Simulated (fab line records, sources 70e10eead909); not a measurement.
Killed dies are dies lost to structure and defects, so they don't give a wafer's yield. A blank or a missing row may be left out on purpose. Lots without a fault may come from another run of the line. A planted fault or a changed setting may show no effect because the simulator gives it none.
Chamber matching | flow nand_harc | NHARC_A_CHANNEL_FILL_D2_ALD_25 on ald_hk-03: 4 sister chambers
The step deposits SiOx, target thk 60 nm, pulse time 10 s, ald cycles 600. 4 wafers are shown with their chamber, then 8 later ones without.

WAFERS WITH THEIR CHAMBER
wafer  | chamber | heater_power_w (W)
L083.3 | 1       | 490
L083.4 | 0       | 440
L084.6 | 2       | 435
L088.2 | 3       | 413

WAFERS WITHOUT THEIR CHAMBER
wafer  | heater_power_w (W)
L088.5 | 428
L088.6 | 496
L093.1 | 438
L093.2 | 498
L093.5 | 434
L095.1 | 415
L095.2 | 435
L095.5 | 431

WHICH CHAMBER EACH WENT THROUGH
wafer  | from the rows above          | in truth
L088.5 | can't be placed: 2 or 0 or 3 | 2
L088.6 | 1                            | 1
L093.1 | can't be placed: 0 or 2      | 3
L093.2 | 1                            | 1
L093.5 | can't be placed: 2 or 0      | 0
L095.1 | 3                            | 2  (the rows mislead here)
L095.2 | can't be placed: 2 or 0      | 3
L095.5 | can't be placed: 2 or 0      | 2
Placed correctly: 2 of 8. Can't be placed from these rows: 5 (the true chamber is among the candidates in 3). Placed wrongly: 1.
How it was worked out, from the rows above alone: a wafer's distance from a chamber is the root of the sum, over the readings, of the square of ((its reading less the chamber's mean) divided by the reading's scatter). The wafer belongs to the nearest chamber; if the next one is less than 2 further off, it can't be placed. A chamber's mean is the mean of its shown wafers. The scatter: with one shown wafer a chamber, the root of the mean of the squares of how far each hidden wafer lies from its nearest shown one.
